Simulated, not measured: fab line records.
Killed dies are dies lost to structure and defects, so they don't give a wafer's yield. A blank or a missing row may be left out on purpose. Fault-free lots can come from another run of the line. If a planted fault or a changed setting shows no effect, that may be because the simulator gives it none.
What tool caused it?	flow nandHarc	39 wafers from 13 lots sampled at 5 of the route's 1159 steps

== WHAT EACH GAUGE READ, for each wafer ==
NHARC_P_ZERO_WELL_CD_MEAS_24 targets a cd of 720 nm.
lot	measured	on	cdNm (nm)
L847	day 1 14:28	cdSem-03	719.3 719.4 718.3
L848	day 1 20:27	cdSem-02	717.5 720.2 718.0
L852	day 2 20:36	cdSem-03	721.6 719.9 721.4
L859	day 4 14:36	cdSem-01	751.6 751.4 720.0
L860	day 4 20:29	cdSem-03	752.0 719.2 716.5
L861	day 5 02:42	cdSem-01	717.1 718.7 719.0
L862	day 5 08:28	cdSem-01	716.0 720.5 717.6
L863	day 5 14:28	cdSem-02	719.8 717.6 718.8
L864	day 5 20:28	cdSem-01	720.8 715.9 717.7
L865	day 6 02:38	cdSem-01	717.9 718.2 716.3
L866	day 6 08:42	cdSem-03	720.0 716.8 720.2
L868	day 6 20:36	cdSem-02	722.9 721.9 722.3
L870	day 7 08:28	cdSem-02	715.9 717.0 715.6

NHARC_P_GATE_CD_MEAS_33.
lot	measured	on	cdNm (nm)
L847	day 4 20:44	cdSem-03	119.7 119.6 121.6
L848	day 4 20:53	cdSem-01	116.5 117.2 120.3
L852	day 6 04:04	cdSem-03	118.6 119.1 119.8
L859	day 7 22:00	cdSem-02	120.0 121.2 118.4
L860	day 8 02:50	cdSem-03	119.9 119.6 117.8
L861	day 7 22:17	cdSem-03	120.0 123.2 117.9
L862	day 8 13:58	cdSem-01	119.8 117.9 121.5
L863	day 8 20:42	cdSem-03	116.3 119.2 118.9
L864	day 8 20:04	cdSem-03	117.1 119.0 119.7
L865	day 9 06:51	cdSem-03	120.6 120.1 123.0
L866	day 9 07:32	cdSem-03	117.3 120.8 122.7
L868	day 9 18:46	cdSem-02	118.9 119.3 116.4
L870	day 10 11:16	cdSem-03	117.9 117.0 116.2

== TOOL THAT RAN EACH LOT (tool first, then ch and the chambers of the sampled wafers, then the start) ==
lot	NHARC_P_ZERO_WELL_EXPOSE_21	NHARC_P_ZERO_WELL_RTA_42	NHARC_P_GATE_ETCH_32
L847	krfScanner-01 ch 0, day 1 14:19	rtpAnneal-02 ch 0, day 1 23:56	rieSi-01 ch 0,2,3, day 4 20:25
L848	krfScanner-04 ch 0, day 1 20:17	rtpAnneal-02 ch 0, day 2 00:37	rieSi-06 ch 0,3, day 4 20:34
L852	krfScanner-03 ch 0, day 2 20:27	rtpAnneal-02 ch 0, day 3 01:08	rieSi-03 ch 0,1,3, day 6 03:47
L859	krfScanner-03 ch 0, day 4 14:26	rtpAnneal-02 ch 0, day 4 18:53	rieSi-03 ch 1,2,3, day 7 21:40
L860	krfScanner-03 ch 0, day 4 20:20	rtpAnneal-01 ch 0, day 5 00:59	rieSi-01 ch 0,2,3, day 8 02:26
L861	krfScanner-01 ch 0, day 5 02:33	rtpAnneal-02 ch 0, day 5 07:13	rieSi-01 ch 0,2,3, day 7 21:56
L862	krfScanner-04 ch 0, day 5 08:19	rtpAnneal-01 ch 0, day 5 13:05	rieSi-03 ch 1,2,3, day 8 13:38
L863	krfScanner-01 ch 0, day 5 14:19	rtpAnneal-02 ch 0, day 5 18:46	rieSi-03 ch 0,2,3, day 8 20:22
L864	krfScanner-01 ch 0, day 5 20:18	rtpAnneal-01 ch 0, day 6 00:52	rieSi-03 ch 2,3, day 8 19:44
L865	krfScanner-04 ch 0, day 6 02:28	rtpAnneal-01 ch 0, day 6 06:58	rieSi-06 ch 0,1, day 9 06:31
L866	krfScanner-01 ch 0, day 6 08:32	rtpAnneal-02 ch 0, day 6 13:12	rieSi-03 ch 0,1,2, day 9 07:11
L868	krfScanner-01 ch 0, day 6 20:27	rtpAnneal-01 ch 0, day 7 01:06	rieSi-01 ch 0,3, day 9 18:26
L870	krfScanner-04 ch 0, day 7 08:19	rtpAnneal-01 ch 0, day 7 13:01	rieSi-06 ch 1,3, day 10 10:57
- NHARC_P_ZERO_WELL_EXPOSE_21: exposes mask P NWELL, target cd 720 nm.
- NHARC_P_ZERO_WELL_RTA_42: time 300 s.
- NHARC_P_GATE_ETCH_32: etches the open film in HBr/Cl2, target depth 150 nm, time 100.1 s.

== WHAT THE TOOLS THEMSELVES READ (means of the sampled wafers that have a number; where no wafer has one, the mark that the record gives instead) ==
NHARC_P_ZERO_WELL_RTA_42.
lot	tool	lampPowerPct (%)	lamp_zone_3_pct (%)	lamp_zone_7_pct (%)	wafer_temp_C_max
L847	rtpAnneal-02	36.2	36.2	36.5	1104.4
L848	rtpAnneal-02	36.2	36.2	36.6	1104.6
L852	rtpAnneal-02	36.2	36.2	36.5	1103.7
L859	rtpAnneal-02	36.2	36.2	36.5	1104.7
L860	rtpAnneal-01	32.6	32.6	32.8	1104.8
L861	rtpAnneal-02	36.2	36.2	36.6	1103.5
L862	rtpAnneal-01	32.6	32.6	32.9	1105.0
L863	rtpAnneal-02	36.3	36.2	36.5	1105.2
L864	rtpAnneal-01	32.6	32.6	32.9	1106.1
L865	rtpAnneal-01	32.5	32.5	32.9	1104.6
L866	rtpAnneal-02	36.2	36.2	36.5	1105.2
L868	rtpAnneal-01	32.6	32.5	32.8	1104.8
L870	rtpAnneal-01	32.6	32.6	32.8	1104.9

NHARC_P_GATE_ETCH_32.
lot	tool	drypumpMotorCurrentA (A)	oesProductAu (a.u.)	throttleValvePct (%)
L847	rieSi-01	5.6	1.004	26.402
L848	rieSi-06	5.7	1.005	26.408
L852	rieSi-03	6.0	1.010	26.417
L859	rieSi-03	5.9	0.999	26.411
L860	rieSi-01	5.6	1.004	26.405
L861	rieSi-01	5.6	0.993	26.418
L862	rieSi-03	5.9	1.000	26.410
L863	rieSi-03	6.2	0.996	26.415
L864	rieSi-03	6.3	0.995	26.407
L865	rieSi-06	6.0	1.005	26.409
L866	rieSi-03	5.8	1.006	26.413
L868	rieSi-01	5.3	0.995	26.417
L870	rieSi-06	6.1	1.005	26.404

== THE ANSWER, worked out from the rows above alone ==
Rule: what is usual is taken from the lots themselves. Put in order of their means at a reading, lots are off if they are a third of the lots or fewer, leave a main group of 4 or more, and stand apart from it by a gap of 3 or more times the standard deviation of the main group's means; of several such gaps the widest counts. The tables above print the reading to a certain number of digits; a main group whose means all agree to those digits is not used. A lot without any number at a reading at which 4 lots or more have one is off too. All remaining lots with rows at the step are treated as sound. After the gauges, taken in route order, come the tools' own readings; for these a lot's mean is taken, as printed above. At the first step where some lot is off, the reading lying furthest off is the one used; lots without a number count as furthest.
Off, at NHARC_P_ZERO_WELL_CD_MEAS_24 on cdNm: L859, L860. Mean 718.8 nm and standard deviation 1.6 in the main group.
A tool fits if, at a process step before that reading, it ran every lot that is off, and no sound lot after the first of them. Gauges at NHARC_P_ZERO_WELL_CD_MEAS_24: tried the same way as those tools. One fits: krfScanner-03 at NHARC_P_ZERO_WELL_EXPOSE_21. A fault onset in the window from L852 (day 2 20:27, its last sound lot) to L859 (day 4 14:26, its first lot off) fits.

== WHAT THE SIMULATOR HAD INSERTED ==
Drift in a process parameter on krfScanner-03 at NHARC_P_ZERO_WELL_EXPOSE_21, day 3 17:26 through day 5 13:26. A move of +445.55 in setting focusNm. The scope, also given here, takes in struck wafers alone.
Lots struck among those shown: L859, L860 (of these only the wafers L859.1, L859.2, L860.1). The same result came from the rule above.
